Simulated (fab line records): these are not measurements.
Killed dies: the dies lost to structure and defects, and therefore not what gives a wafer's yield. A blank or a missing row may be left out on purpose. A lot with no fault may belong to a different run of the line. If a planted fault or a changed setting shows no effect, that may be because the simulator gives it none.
fab line records    flow n5-finfet
record: lots: 11  wafers: 32  last-day: 21
route steps=1938 shown BEOL_M5@1179 BEOL_M6@1197 PASSIVATION@1936
lots that met no fault: from a run of the same line without faults
start-h: start of the lot's first displayed wafer, in hours after the record's first day    wait-h: hours from the lot's prior step to this one    " repeats the value in the row above    L1.1+2: several wafers, shown together as one row    - either no value or no given start    * or withheld: withheld    < > ~ a bound
route shown NAME@n: names a module that has steps shown in the file, with the first one's number in the route    usual: mean/standard deviation of fault-free wafers    same: alike in all rows    chamber/n: place in a boat    sites: per-site readings    _std_site: standard deviation across them    _edge_site: mean of outer sites minus mean of inner sites    radius-mm: for every site, how far away it sits from the centre of the wafer    mask NAME#n: copy n    behind: the tool/chamber that last shaped the wafer    hold: cause of the lot's hold/its duration in hours/its outcome    device: transistor that didn't switch, given as n, p or np    end of line: the tests these same wafers got at the end of their route    a step without rows: its recipe alone    killed: dies lost to structure and defects at the first sort, not the wafer's yield    map: a wafer's dies, marking killed ones x, the rest . and places with no die _
set.NAME: setting as actually run; set.NAME@STEP: the setting as run at that earlier step    model.NAME: the simulator's own value behind a step, which no gauge read
one table for each step of the route and one row for each wafer, over a sample of lots
services: when a tool's chamber went out of use (start-h, in hours from the record's first day, below 0 if earlier), for how many hours, and the reason
== steps ==
step: N5_BEOL_M5_SPUTTER_83
recipe: material: Cu  target-thk-a: 150  temp-c: -20  chamber-pressure-pa: 0.07  power-w: withheld  time-s: 27.62
usual: throttle-valve-pct: 29.6/0.85
lot.wafer  tool            chamber  start-h  wait-h  throttle-valve-pct
L817.2     pvd-sputter-01  -        202.32   0.5     29.7
L817.4     "               -        "        "       29.2
L817.6     "               -        "        "       30.0
L819.1     pvd-sputter-02  -        215.26   0.5     29.9
L819.2     "               -        "        "       29.2
L819.4     "               -        "        "       30.2
L815.2     pvd-sputter-02  -        223.42   0.5     30.0
L815.3     "               -        "        "       30.4
L815.4     "               -        "        "       27.8
L822.2     pvd-sputter-03  -        243.24   0.5     30.1
L822.4     "               -        "        "       29.1
L822.6     "               -        "        "       30.6
L830.1     pvd-sputter-01  -        321.22   0.5     29.9
L830.4     "               -        "        "       28.9
L830.6     "               -        "        "       29.8
L832.2     pvd-sputter-02  -        343.27   0.5     29.1
L832.3     "               -        "        "       27.6
L832.5     "               -        "        "       29.9
L835.1     pvd-sputter-01  -        356.23   0.5     28.9
L835.4     "               -        "        "       29.9
L834.3     pvd-sputter-02  -        360.18   0.5     30.3
L834.4     "               -        "        "       28.8
L834.6     "               -        "        "       30.2
L837.1     pvd-sputter-03  -        364.19   0.5     30.0
L837.3     "               -        "        "       29.3
L837.5     "               -        "        "       29.9
L836.1     pvd-sputter-03  -        368.80   0.7     29.3
L836.3     "               -        "        "       30.5
L836.6     "               -        "        "       30.1
L838.1     pvd-sputter-01  -        386.14   0.5     29.8
L838.4     "               -        "        "       30.0
L838.5     "               -        "        "       29.0
step: N5_BEOL_M5_ANNEAL_84
recipe: temp-c: 400  time-s: 1800  ambient: vacuum
usual: heater-power-w: 856/85
lot.wafer  tool            chamber  start-h  wait-h  heater-power-w
L817.2     pvd-sputter-01  -        202.40   0.0     760
L817.4     "               -        "        "       874
L817.6     "               -        "        "       810
L819.1     pvd-sputter-02  -        215.34   0.0     745
L819.2     "               -        "        "       846
L819.4     "               -        "        "       961
L815.2     pvd-sputter-02  -        223.50   0.0     758
L815.3     "               -        "        "       948
L815.4     "               -        "        "       793
L822.2     pvd-sputter-03  -        243.32   0.0     883
L822.4     "               -        "        "       871
L822.6     "               -        "        "       1002
L830.1     pvd-sputter-01  -        321.30   0.0     798
L830.4     "               -        "        "       881
L830.6     "               -        "        "       758
L832.2     pvd-sputter-02  -        343.35   0.0     847
L832.3     "               -        "        "       793
L832.5     "               -        "        "       759
L835.1     pvd-sputter-01  -        356.31   0.0     900
L835.4     "               -        "        "       778
L834.3     pvd-sputter-02  -        360.26   0.0     967
L834.4     "               -        "        "       832
L834.6     "               -        "        "       957
L837.1     pvd-sputter-03  -        364.27   0.0     850
L837.3     "               -        "        "       868
L837.5     "               -        "        "       931
L836.1     pvd-sputter-03  -        368.88   0.0     897
L836.3     "               -        "        "       857
L836.6     "               -        "        "       926
L838.1     pvd-sputter-01  -        386.22   0.0     700
L838.4     "               -        "        "       809
L838.5     "               -        "        "       886
step: N5_BEOL_M5_CO_CAP_78
recipe: material: Co  target-thk-a: 20  temp-c: 200  precursor: CCTBA/H2  pressure-torr: 30  time-s: 102.1
usual: heater-power-w: 223/21
lot.wafer  tool       chamber  start-h  wait-h  heater-power-w
L817.2     cvd-co-02  2        205.37   0.0     249
L817.4     "          0        "        "       215
L817.6     "          2        "        "       253
L819.1     cvd-co-01  1        218.32   0.0     220
L819.2     "          2        "        "       194
L819.4     "          1        "        "       215
L815.2     cvd-co-01  2        227.40   0.0     188
L815.3     "          0        "        "       245
L815.4     "          0        "        "       241
L822.2     cvd-co-01  0        246.48   0.0     241
L822.4     "          1        "        "       215
L822.6     "          0        "        "       243
L830.1     cvd-co-02  2        324.27   0.0     243
L830.4     "          1        "        "       243
L830.6     "          2        "        "       244
L832.2     cvd-co-01  2        346.35   0.0     188
L832.3     "          0        "        "       247
L832.5     "          2        "        "       196
L835.1     cvd-co-01  1        361.20   0.0     218
L835.4     "          2        "        "       190
L834.3     cvd-co-01  2        363.39   0.0     190
L834.4     "          0        "        "       236
L834.6     "          1        "        "       211
L837.1     cvd-co-01  1        367.24   0.0     216
L837.3     "          2        "        "       191
L837.5     "          2        "        "       194
L836.1     cvd-co-01  2        371.94   0.0     193
L836.3     "          1        "        "       215
L836.6     "          1        "        "       218
L838.1     cvd-co-01  2        389.45   0.0     187
L838.4     "          0        "        "       243
L838.5     "          1        "        "       217
step: N5_BEOL_M5_INSPECT_58
recipe: inspect-instrument: darkfield  mode: post-dep
usual: raw-defect-count: 77/24
lot.wafer  tool               chamber  start-h  wait-h  raw-defect-count
L817.2     defect-inspect-01  -        205.58   0.0     70
L817.4     "                  -        "        "       66
L817.6     "                  -        "        "       80
L819.1     defect-inspect-01  -        218.53   0.0     54
L819.2     "                  -        "        "       65
L819.4     "                  -        "        "       62
L815.2     defect-inspect-01  -        227.61   0.0     106
L815.3     "                  -        "        "       88
L815.4     "                  -        "        "       158
L822.2     defect-inspect-02  -        246.69   0.0     47
L822.4     "                  -        "        "       316
L822.6     "                  -        "        "       54
L830.1     defect-inspect-02  -        324.48   0.0     79
L830.4     "                  -        "        "       60
L830.6     "                  -        "        "       70
L832.2     defect-inspect-01  -        346.60   0.0     82
L832.3     "                  -        "        "       117
L832.5     "                  -        "        "       69
L835.1     defect-inspect-02  -        361.41   0.0     84
L835.4     "                  -        "        "       87
L834.3     defect-inspect-02  -        363.60   0.0     69
L834.4     "                  -        "        "       67
L834.6     "                  -        "        "       92
L837.1     defect-inspect-02  -        367.45   0.0     77
L837.3     "                  -        "        "       91
L837.5     "                  -        "        "       74
L836.1     defect-inspect-01  -        372.15   0.0     71
L836.3     "                  -        "        "       69
L836.6     "                  -        "        "       48
L838.1     defect-inspect-01  -        389.66   0.0     75
L838.4     "                  -        "        "       92
L838.5     "                  -        "        "       78
step: N5_BEOL_M6_PECVD_70
recipe: material: SiO2  target-thk-a: 200  temp-c: 400  precursor: TEOS/O2  pressure-torr: 5.5  rf-w: 450  teos-flow-sccm: 53.8  gas: O2  flow-sccm: 3000  time-s: 22.7
usual: heater-power-w: 691/120  showerhead-plenum-p-Torr: 8.78/0.038  throttle-valve-pct: 22.0/1.2
lot.wafer  tool      chamber  start-h  wait-h  heater-power-w  showerhead-plenum-p-Torr  throttle-valve-pct
L817.2     pecvd-02  1        206.58   0.0     853             8.78                      21.5
L817.4     "         0        "        "       663             8.80                      23.5
L817.6     "         1        "        "       669             8.78                      21.6
L819.1     pecvd-02  2        219.68   0.0     652             8.82                      21.8
L819.2     "         1        "        "       784             8.80                      21.3
L819.4     "         1        "        "       808             8.80                      21.5
L815.2     pecvd-04  0        228.77   0.0     950             8.71                      22.5
L815.3     "         2        "        "       769             8.80                      21.7
L815.4     "         0        "        "       959             8.69                      22.8
L822.2     pecvd-04  1        247.54   0.0     566             8.79                      22.3
L822.4     "         2        "        "       799             8.85                      21.7
L822.6     "         1        "        "       573             8.75                      22.2
L830.1     pecvd-03  0        325.13   0.0     806             8.80                      20.5
L830.4     "         2        "        "       751             8.76                      19.6
L830.6     "         1        "        "       508             8.74                      23.8
L832.2     pecvd-04  0        347.25   0.0     868             8.74                      22.8
L832.3     "         1        "        "       537             8.80                      22.3
L832.5     "         2        "        "       734             8.85                      22.1
L835.1     pecvd-04  2        362.06   0.0     725             8.83                      22.1
L835.4     "         0        "        "       960             8.69                      22.8
L834.3     pecvd-04  0        364.25   0.0     867             8.73                      22.6
L834.4     "         2        "        "       786             8.82                      22.0
L834.6     "         1        "        "       601             8.79                      22.7
L837.1     pecvd-04  2        368.10   0.0     706             8.85                      22.2
L837.3     "         0        "        "       955             8.71                      22.4
L837.5     "         2        "        "       695             8.85                      22.3
L836.1     pecvd-02  0        372.80   0.0     627             8.79                      23.4
L836.3     "         1        "        "       834             8.79                      21.6
L836.6     "         0        "        "       641             8.76                      23.6
L838.1     pecvd-03  2        390.32   0.0     764             8.79                      20.0
L838.4     "         1        "        "       493             8.75                      23.5
L838.5     "         0        "        "       754             8.82                      20.3
step: N5_PASSIVATION_PROBE_49
usual: defect-limited-yield: 91.2/1.5  killed_at_M0_to_M3: 35/12  killed_at_M4_up: 14/5.1  killed-at-contacts: 13/6  killed-at-front-end: 38/12  killed-at-other: 4/3.5  killed-dies: 104/18  killed-open: 68/13  killed-short: 33/8.1  sort_bin_5_function: 5.2/1  sort_bin_6_memory: 3.2/0.69  sort_bin_8_speed: 0.01/0.051  sort-n-pass: 1076/18  sort-yield-pct: 91.2/1.5
same: gross-dies: 1180  killed-at-back-side: 0  sort_bin_4_leakage[%]: 0
lot.wafer  tool       chamber  start-h  wait-h  defect-limited-yield[%]  killed_at_M0_to_M3  killed_at_M4_up  killed-at-contacts  killed-at-front-end  killed-at-other  killed-dies  killed-open  killed-short  sort_bin_5_function[%]  sort_bin_6_memory[%]  sort_bin_8_speed[%]  sort-n-pass  sort-yield-pct[%]
L815.2     prober-02  -        329.65   0.1     89.7                     43                  14               9                   52                   4                122          90           29            6.7                     3.3                   0                    1058         89.7
L815.3     prober-02  -        329.70   0.1     88.9                     39                  11               25                  56                   0                131          89           41            6.7                     4.1                   0                    1049         88.9
L815.4     prober-02  -        329.75   0.2     91.9                     29                  11               19                  36                   0                95           65           27            4.9                     2.7                   0                    1085         91.9
L822.2     prober-01  -        343.15   0.1     91.4                     29                  15               10                  45                   3                102          61           38            5.4                     3.0                   0                    1078         91.4
L822.4     prober-01  -        343.25   0.2     85.2                     21                  115              14                  21                   4                175          44           30            10.1                    3.4                   0                    1005         85.2
L822.6     prober-01  -        343.35   0.3     88.1                     39                  13               7                   80                   1                140          95           42            7.4                     4.2                   0                    1040         88.1
L832.2     prober-01  -        433.17   0.1     91.1                     32                  15               8                   48                   2                105          65           34            5.3                     2.9                   0                    1075         91.1
L832.3     prober-01  -        433.22   0.1     93.3                     19                  14               4                   37                   5                79           52           25            4.2                     2.2                   0                    1101         93.3
L832.5     prober-01  -        433.32   0.2     90.8                     32                  15               7                   50                   5                109          65           44            5.5                     3.6                   0                    1071         90.8
L835.1     prober-02  -        453.21   0.0     89.9                     32                  18               19                  42                   8                119          89           30            5.9                     4.0                   0                    1061         89.9
L835.4     prober-02  -        453.36   0.2     88.5                     49                  12               23                  48                   4                136          100          36            7.1                     4.2                   0                    1044         88.5
killed by level:class
L815.2 STI_FIN_REVEAL:geometric-particle:open=12 BEOL_M2:geometric-particle:open=11 MOL_CONTACT_COAG:geometric-particle:open=9 FIN_SAQP:geometric-particle:open=7 BEOL_M0_SAQP:geometric-particle:short=7 BEOL_M3:geometric-particle:open=7 DUMMY_GATE:geometric-particle:open=5 BEOL_M0:geometric-particle:open=5
L815.3 MOL_CONTACT_COAG:geometric-particle:open=19 DUMMY_GATE:geometric-particle:open=14 BEOL_M2:geometric-particle:open=11 FIN_SAQP:geometric-particle:short=10 ILD0:geometric-particle:short=8 BEOL_M1:geometric-particle:open=8 FIN_SAQP:geometric-particle:open=6 MOL_CONTACT_COAG:geometric-particle:short=6
L815.4 MOL_CONTACT_COAG:geometric-particle:open=16 FIN_SAQP:geometric-particle:open=6 BEOL_M0_SAQP:geometric-particle:short=6 DUMMY_GATE:geometric-particle:open=5 BEOL_M0:geometric-particle:open=5 BEOL_M4:geometric-particle:open=5 FIN_SAQP:geometric-particle:short=4 ILD0:geometric-particle:open=4
L822.2 MOL_CONTACT_COAG:geometric-particle:open=9 DUMMY_GATE:geometric-particle:open=7 BEOL_M0_SAQP:geometric-particle:short=7 FIN_SAQP:geometric-particle:open=6 FIN_SAQP:geometric-particle:short=6 BEOL_M0_SAQP:geometric-particle:open=6 STI_FIN_REVEAL:geometric-particle:open=5 GATE_CUT:geometric-particle:short=5
L822.4 BEOL_M5:unspecified=101 MOL_CONTACT_COAG:geometric-particle:open=12 BEOL_M0_SAQP:geometric-particle:open=6 BEOL_M2:geometric-particle:open=6 FIN_SAQP:geometric-particle:short=5 BEOL_M4:geometric-particle:open=5 GATE_CUT:geometric-particle:short=4 BEOL_M2:geometric-particle:short=3
L822.6 STI_FIN_REVEAL:geometric-particle:open=26 FIN_SAQP:geometric-particle:open=14 FIN_SAQP:geometric-particle:short=12 BEOL_M0_SAQP:geometric-particle:open=9 BEOL_M1:geometric-particle:open=9 STI_FIN_REVEAL:geometric-particle:short=8 MOL_CONTACT_COAG:geometric-particle:open=6 DUMMY_GATE:geometric-particle:open=5
L832.2 FIN_SAQP:geometric-particle:open=14 FIN_SAQP:geometric-particle:short=12 BEOL_M4:geometric-particle:open=10 MOL_CONTACT_COAG:geometric-particle:open=8 BEOL_M2:geometric-particle:open=7 DUMMY_GATE:geometric-particle:open=6 HKMG_FIN:area-etch=6 BEOL_M2:geometric-particle:short=5
L832.3 FIN_SAQP:geometric-particle:short=7 BEOL_M3:geometric-particle:open=6 FIN_SAQP:geometric-particle:open=5 ILD0:geometric-particle:open=5 DUMMY_GATE:geometric-particle:open=4 BEOL_M4:geometric-particle:open=4 BEOL_M5:geometric-particle:open=4 MOL_CONTACT_COAG:geometric-particle:open=3
L832.5 FIN_SAQP:geometric-particle:short=14 FIN_SAQP:geometric-particle:open=13 BEOL_M2:geometric-particle:open=9 BEOL_M0:geometric-particle:open=6 BEOL_M4:geometric-particle:open=5 ILD0:geometric-particle:short=4 MOL_CONTACT_COAG:geometric-particle:open=4 STARTING-WAFER:geometric-particle:open=4
L835.1 MOL_CONTACT_COAG:geometric-particle:open=14 STI_FIN_REVEAL:geometric-particle:open=12 BEOL_M3:geometric-particle:open=11 FIN_SAQP:geometric-particle:open=10 BEOL_M4:geometric-particle:open=9 BEOL_M0_SAQP:geometric-particle:open=6 MOL_CONTACT_COAG:geometric-particle:short=5 BEOL_M4:geometric-particle:short=5
L835.4 MOL_CONTACT_COAG:geometric-particle:open=19 FIN_SAQP:geometric-particle:open=15 BEOL_M0:geometric-particle:open=12 BEOL_M3:geometric-particle:open=12 BEOL_M1:geometric-particle:open=8 STI_FIN_REVEAL:geometric-particle:open=7 FIN_SAQP:geometric-particle:short=6 BEOL_M0_SAQP:geometric-particle:open=6
== services ==
tool            chamber  start-h  hours  kind
pecvd-04        0        185.13   5.5    scheduled-down
pecvd-03        2        202.38   -      clean
pecvd-03        2        202.38   -      consumable-replace:showerhead
pecvd-03        2        202.38   29.0   scheduled-down
pecvd-03        2        202.38   29.0   vent-cycle
pecvd-02        2        206.75   10.2   scheduled-down
pecvd-02        1        216.95   2.1    scheduled-down
pecvd-02        0        218.00   15.7   repair
pecvd-02        2        228.89   4.6    repair
cvd-co-02       1        229.99   3.3    repair
pecvd-04        0        234.41   21.7   repair
pecvd-02        1        276.46   5.5    scheduled-down
cvd-co-01       -        288.06   0.6    repair
pvd-sputter-01  -        292.47   20.0   repair
cvd-co-01       -        293.96   6.3    repair
pecvd-04        2        309.68   5.5    scheduled-down
pvd-sputter-03  -        330.45   9.5    repair
pvd-sputter-01  -        332.53   0.6    repair
cvd-co-01       1        333.33   -      clean
cvd-co-01       1        333.33   22.0   scheduled-down
cvd-co-01       1        333.33   22.0   vent-cycle
cvd-co-02       -        358.17   6.9    pm
pvd-sputter-02  -        364.81   6.2    repair
cvd-co-02       -        371.45   2.1    repair
== key ==
first-sign: step: N5_BEOL_M5_INSPECT_58  reading: raw-defect-count  direction: up  sigmas: 10  usual: 77  struck: 316
effect: step: N5_PASSIVATION_PROBE_49  reading: killed_at_M4_up  direction: up  sigmas: 20  usual: 14  struck: 115
more-kills-born-at: N5_BEOL_M5_CO_CAP_78@cvd-co-01: 101
met-at N5_BEOL_M5_CO_CAP_78
struck-lots L822
struck-wafers L822.4
not-acting-at N5_BEOL_M5_SPUTTER_83,N5_BEOL_M5_ANNEAL_84,N5_BEOL_M6_PECVD_70
onset-between 218.32 246.48
fault: kind: chamber-particle-source  tool: cvd-co-01  chamber: 1  onset-h: 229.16  steps: N5_BEOL_M5_CO_CAP_78  rate-per-visit-cm2: 0.44266  end-h: 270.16
